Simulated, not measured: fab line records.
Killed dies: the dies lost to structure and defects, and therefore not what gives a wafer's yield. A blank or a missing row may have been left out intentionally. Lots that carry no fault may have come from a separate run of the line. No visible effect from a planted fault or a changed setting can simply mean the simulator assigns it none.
Comparing a struck lot with a sound one + flow n5 finfet + 14 steps out of a route of 1938
Sound: the wafers L200.1, L200.5, L200.6. The struck wafers were L205.1, L205.3, L205.4. The cause comes at the end.
Each step with rows lists, per side, the tool, then ch with its chambers, then its first start. Under that, the readings that differ: sound wafers + struck wafers + difference of the means + sigmas: that difference in standard deviations of wafers without a fault.
alike: readings with means less than 2 such deviations apart, plus words and numbers identical on both sides. not compared: withheld readings, readings lacking a value on some wafer, bounds such as >300 that could conceal the same value, and numbers that have no deviation in the record and whose values overlap.
Wherever a step has rows on one side only, a row that says differs or no value, or a row with sigmas, the two part there. Numbers that have no deviation but don't overlap get no sigmas and don't part them. A reading that every wafer of one side lacks parts them only if that side has two wafers or more.

first, 8 steps without rows for these wafers: N5_HKMG_FIN_COAT_41 (time 60 s, resist thk 300 nm); N5_HKMG_FIN_COAT_42 (time 60 s, resist thk 35 nm); N5_HKMG_FIN_COAT_43 (resist thk 90 nm); N5_HKMG_FIN_EBR_45; N5_HKMG_FIN_SOFTBAKE_44 (time 60 s); N5_HKMG_FIN_EXPOSE_46 (exposes mask NDIPOLE); N5_HKMG_FIN_PEB_47 (peb time 60 s); N5_HKMG_FIN_DEVELOP_48 (develop time 30 s).
N5_HKMG_FIN_CD_MEAS_49: the cd target is 202 nm.
  sound on cd sem-02 ch 0, day 5 04:56; struck on cd sem-01 ch 0, day 6 06:51
  alike: cd nm
N5_HKMG_FIN_OVL_MEAS_50:
  sound on overlay-01 ch 0, day 5 04:58; struck on overlay-01 ch 0, day 6 06:53
  alike: NDIPOLE_OVL
N5_HKMG_FIN_INSPECT_61: inspects for defects (macro).
  sound on defect inspect-02, day 5 04:59; struck on defect inspect-02, day 6 06:55
  alike: raw defect count
N5_HKMG_FIN_DESCUM_53: chemistry O2, time 7.9 s.
  sound on rie diel-01 ch 0,1,3, day 5 05:01; struck on rie diel-03 ch 0,3, day 6 06:56
  alike: drypump motor current A, oes product au, rf vpp V, showerhead plenum p Torr, throttle valve pct
  not compared: rf hours counter h
N5_HKMG_FIN_ETCH_54: etches SiARC in CF4, target depth 45.5 nm, time 75.8 s.
  sound on rie diel-01 ch 0,1,3, day 5 05:03; struck on rie diel-03 ch 0,3, day 6 06:59
| reading               | sound             | struck            | difference | sigmas      |
|-----------------------|-------------------|-------------------|------------|-------------|
| etch rf on time s (s) | 79.4 71.9 81.0    | 48.0 50.2 48.1    | -28.7      | -11         |
| oes product au (a.u.) | 0.62 0.64 0.66    | 0.82 0.94 0.83    | +0.22      | +4          |
| rf fwd power W (W)    | 538.4 541.2 544.5 | 861.8 862.7 860.3 | +320.2     | +99 or more |
| rf vpp V (V)          | 181.9 183.8 185.1 | 156.9 155.3 157.2 | -27.1      | -25         |
  alike: bias w, drypump motor current A, showerhead plenum p Torr, throttle valve pct
  not compared: rf hours counter h
N5_HKMG_FIN_ETCH_55: etches SOC in N2/H2, target depth 240 nm, time 300 s.
  sound on rie diel-01 ch 0,1,3, day 5 05:07; struck on rie diel-03 ch 0,3, day 6 07:02
  alike: bias w, drypump motor current A, oes product au, rf fwd power W, rf vpp V, showerhead plenum p Torr, throttle valve pct
  not compared: rf hours counter h

## WHERE THEY PART
Within this record, at N5_HKMG_FIN_ETCH_54 only. Later steps at which nothing parts them and some readings are alike: N5_HKMG_FIN_ETCH_55.

WHY: whatever the simulator had introduced
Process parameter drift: rie diel-03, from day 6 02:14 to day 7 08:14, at N5_HKMG_FIN_ETCH_54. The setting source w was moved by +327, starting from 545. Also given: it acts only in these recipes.
